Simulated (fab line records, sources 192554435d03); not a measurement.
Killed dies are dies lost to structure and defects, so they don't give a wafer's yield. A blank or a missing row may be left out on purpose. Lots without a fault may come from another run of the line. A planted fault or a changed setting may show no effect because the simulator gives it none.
One fault seen from 2 desks | flow n5_finfet | each desk has only its own numbers; what lay behind them comes last

THE TOOL OWNER'S DESK: cmp-04
The tool's own readings at N5_BEOL_M10_CMP_52 (polishes, stops on SiCOH lowk, t overpolish 7 s, target thk 140 nm): means of the sampled wafers that have a number, for each lot that ran on this tool. A lot is out of limits, marked OUT, if its mean lies more than 4 standard deviations from the usual mean; the brackets give that distance.
Columns: A = barrier_field_endpoint_s at N5_BEOL_M10_CMP_52, usual 28.6 s; B = motor_current_A at N5_BEOL_M10_CMP_52, usual 5.8 A; C = overpolish_run_s at N5_BEOL_M10_CMP_52, usual 7.001 s; D = platen_rpm at N5_BEOL_M10_CMP_52, usual 50.00 rpm; E = time_to_endpoint_s at N5_BEOL_M10_CMP_52, usual 64 s
lot  | first seen here | A    | B   | C     | D               | E
L447 | day 10 18:32    | 28.1 | 5.9 | 6.995 | 50.01           | 61
L450 | day 11 17:47    | 28.9 | 5.9 | 7.004 | 49.97           | 64
L451 | day 12 19:11    | 28.8 | 5.5 | 7.006 | 50.00           | 64
L454 | day 12 21:23    | 29.1 | 5.7 | 6.989 | 49.98           | 67
L459 | day 13 13:32    | 28.5 | 5.7 | 7.001 | 50.01           | 63
L458 | day 13 14:25    | 28.1 | 5.8 | 7.008 | 50.03           | 64
L464 | day 14 23:54    | 26.4 | 6.0 | 6.998 | 52.04 (+57) OUT | 63
L465 | day 15 07:16    | 27.7 | 5.5 | 6.998 | 51.99 (+55) OUT | 66
This desk's finding: out of limits on L464, L465; first on L464, day 14 23:54 (platen_rpm at N5_BEOL_M10_CMP_52). In limits: L447, L450, L451, L454, L459, L458.

THE METROLOGY DESK
What the gauges read, lot by lot, whatever tool the lot ran on: means of the sampled wafers that have a number. A lot is out of limits, marked OUT, if its mean lies more than 4 standard deviations from the usual mean; the brackets give that distance.
Columns: A = M11_ILD_THK at N5_BEOL_M11_THK_MEAS_01, usual 267 nm
lot  | first seen here | A
L446 | day 10 10:54    | 269
L447 | day 10 20:06    | 265
L450 | day 11 18:59    | 269
L453 | day 12 12:38    | 262
L451 | day 12 20:08    | 270
L454 | day 12 22:54    | 265
L457 | day 13 07:17    | 268
L459 | day 13 14:37    | 267
L458 | day 13 15:34    | 264
L464 | day 15 01:14    | 267
L465 | day 15 08:47    | 268
L466 | day 15 14:45    | 265
L468 | day 16 22:16    | 272
This desk's finding: nothing out of limits on any of the 13 lots.

PUT TOGETHER
The tool owner's desk could have raised an alarm at day 14 23:54, on L464, L465.
The metrology desk saw nothing out of limits.
The metrology desk has L464, L465 on record, within its limits.
Of the lots named, all ran N5_BEOL_M10_CMP_52 on cmp-04.

WHAT THE SIMULATOR HAD PUT IN
Process parameter drift: cmp-04, from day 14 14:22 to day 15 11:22, at N5_BEOL_M10_CMP_52. Setting platen_rpm, moved by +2, from 50. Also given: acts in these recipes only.
Lots struck among those shown: L464, L465.
Hours from the fault's start to each desk's first reading out of limits: the tool owner's desk, 10.
